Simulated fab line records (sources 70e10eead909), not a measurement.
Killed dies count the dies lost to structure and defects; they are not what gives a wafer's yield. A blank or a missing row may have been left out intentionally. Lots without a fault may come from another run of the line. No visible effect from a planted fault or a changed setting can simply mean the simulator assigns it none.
Matching of chambers | flow nandHarc | NHARC_THIN_TSV_ETCHBACK_48 on rieDiel-08 has 4 sister chambers
The step etches the open film in C4F8/Ar, target depth 1028.5 nm, time 405.17 s. 8 wafers are shown with their chamber, then 8 later ones without.

## WAFERS WITH THEIR CHAMBER
wafer  | chamber | rfVppV (V) | oesProductAu (a.u.)
L264.6 | 3       | 548.7      | 0.99
L266.6 | 1       | 545.1      | 1.01
L268.2 | 3       | 546.8      | 0.93
L268.4 | 2       | 548.4      | 0.93
L276.2 | 0       | 549.7      | 0.93
L276.4 | 1       | 547.0      | 0.92
L276.6 | 2       | 547.5      | 0.92
L282.1 | 0       | 549.4      | 0.99

## WAFERS MISSING THEIR CHAMBER
wafer  | rfVppV (V) | oesProductAu (a.u.)
L282.3 | 548.5      | 0.99
L282.6 | 546.2      | 0.99
L285.1 | 548.4      | 0.92
L285.3 | 548.9      | 0.92
L285.5 | 549.7      | 0.93
L287.1 | 548.9      | 0.94
L287.4 | 548.2      | 0.96
L287.5 | 547.5      | 0.94

## THE CHAMBER EACH PASSED THROUGH
wafer  | from the rows above               | in truth
L282.3 | can't be placed: 3 or 0 or 2 or 1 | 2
L282.6 | can't be placed: 1 or 3 or 2      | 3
L285.1 | can't be placed: 2 or 3 or 0      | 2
L285.3 | can't be placed: 2 or 0 or 3      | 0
L285.5 | can't be placed: 0 or 2 or 3      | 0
L287.1 | can't be placed: 0 or 2 or 3      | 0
L287.4 | can't be placed: 3 or 2 or 0 or 1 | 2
L287.5 | can't be placed: 3 or 2 or 1 or 0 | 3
Correct placement for 0 of the 8. Not placeable from these rows: 8 (in 8, the candidates include the true chamber). Placed wrongly: 0.
How it was worked out, from the rows above alone: a wafer's distance from a chamber is the root of the sum, over the readings, of the square of ((its reading less the chamber's mean) divided by the reading's scatter). If the next closest chamber is less than 2 further off than the closest, the wafer can't be placed; otherwise it belongs to the closest. For every chamber, the mean is computed from those of its wafers that are shown. The scatter: the root of (the sum of the squares of (reading less its chamber's mean) over the shown wafers, divided by (wafers less chambers)).
